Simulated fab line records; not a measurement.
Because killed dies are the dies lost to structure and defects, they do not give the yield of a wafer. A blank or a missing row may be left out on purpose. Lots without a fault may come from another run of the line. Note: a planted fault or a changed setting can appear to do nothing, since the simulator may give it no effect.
Problem report, 8D (eight disciplines) form, completed by code || flow nand-harc || the parts of the form that need people (team, actions taken, sign-off) are left out

## 1. WHAT WENT WRONG
Wafers without a fault read 267, standard deviation 86; raw-defect-count at NHARC_A_CHANNEL_HOLE_D2_INSPECT_40 reads a mean of 1274 on 6 wafers belonging to 2 lots. Relative to the usual mean, that is a shift of +12 standard deviations.
Seen first at day 19 22:41 on defect-inspect-01, wafer L234.1. Wafers with a number at this step in the record: 33, from 11 lots. The rule behind "out" and "out of limits": a value lying over 4 standard deviations away from the usual mean. The rest of the wafers with a number are treated as sound.

## 2. WHAT IT IS, WHAT IT ISN'T
{"question": "which readings at this step", "is": "raw-defect-count", "is not": "-"}
{"question": "which lots", "is": "L234, L237", "is not": "L220, L221, L222, L223, L224, L228, L229, L231, L232"}
{"question": "which wafers of those lots", "is": "all that have a number", "is not": "-"}
{"question": "read on which gauges", "is": "defect-inspect-01", "is not": "defect-inspect-02"}
{"question": "when", "is": "from day 19 22:41", "is not": "up to then (27 sound wafers)"}

## 3. SUSPECTS, AND WHAT RULES EACH OUT
Counting: any tool at a process step up to the reading is kept as a suspect provided that every lot that is out went through it and no sound lot did after the first of them.
- the gauge at NHARC_A_CHANNEL_HOLE_D2_INSPECT_40: kept. All the wafers that are out were read on defect-inspect-01, and no step on other tools shows them out.
- har-etch-01 at NHARC_A_CHANNEL_HOLE_D2_ETCH_22 (etches the open film in C4F8/O2/Ar, time 666.7 s, target depth 1600 nm): kept. It ran every lot that is out, first L234 (day 19 17:52), and no sound lot after that; its last sound lot up to then is L232 (day 18 09:38).
- har-etch-01 at NHARC_A_CHANNEL_HOLE_D2_ETCH_23 (etches the open film in C4F8/O2/Ar, time 819 s, target depth 1600 nm): kept. It ran every lot that is out, first L234 (day 19 18:25), and no sound lot after that; its last sound lot up to then is L232 (day 18 10:15).
har-etch-01 at NHARC_A_CHANNEL_HOLE_D2_ETCH_22, har-etch-01 at NHARC_A_CHANNEL_HOLE_D2_ETCH_23 and defect-inspect-01 at NHARC_A_CHANNEL_HOLE_D2_INSPECT_40 are what is left after counting.

## 4. THE CAUSE (what the simulator had put in)
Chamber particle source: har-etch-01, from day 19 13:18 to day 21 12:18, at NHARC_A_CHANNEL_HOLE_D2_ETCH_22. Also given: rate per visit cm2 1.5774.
This tool is one of the 3 suspects left after counting.

## 5. SEQUENCE OF EFFECTS, ordered by route
One row per reading whose mean, taken over the struck wafers that have a number, lies over 3 standard deviations from the usual. Only readings for which the record gives a usual standard deviation are gone through. hours: the time from each lot's start at the first step in this table that gives one to its start at this step, as a median over the lots. sigmas: the change in usual standard deviations.
{"hours": 0, "step": "NHARC_A_CHANNEL_HOLE_D2_INSPECT_40", "reading": "raw-defect-count", "usual": 267, "on struck wafers": 1274, "change": "+1007", "sigmas": "+12"}
Later measuring or inspecting steps at which every struck wafer that the step has a row for has a number for every such reading, and none has moved that far: NHARC_END_SORT_01.

## 6. HOW IT WOULD HAVE BEEN CAUGHT EARLIER
The first out-of-limits reading at a measuring or inspecting step in this record came at day 19 22:41, 9 hours after the fault's start at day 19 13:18.
No tool reading at NHARC_A_CHANNEL_HOLE_D2_ETCH_22 that has a usual standard deviation in the record was out on any struck wafer, so an alarm limit of 4 standard deviations on those readings would not have fired.
Among the 2 lots that are out, L237 began NHARC_A_CHANNEL_HOLE_D2_ETCH_22 on har-etch-01 after day 19 22:41. Had the tool been put on hold then, it would have been spared.
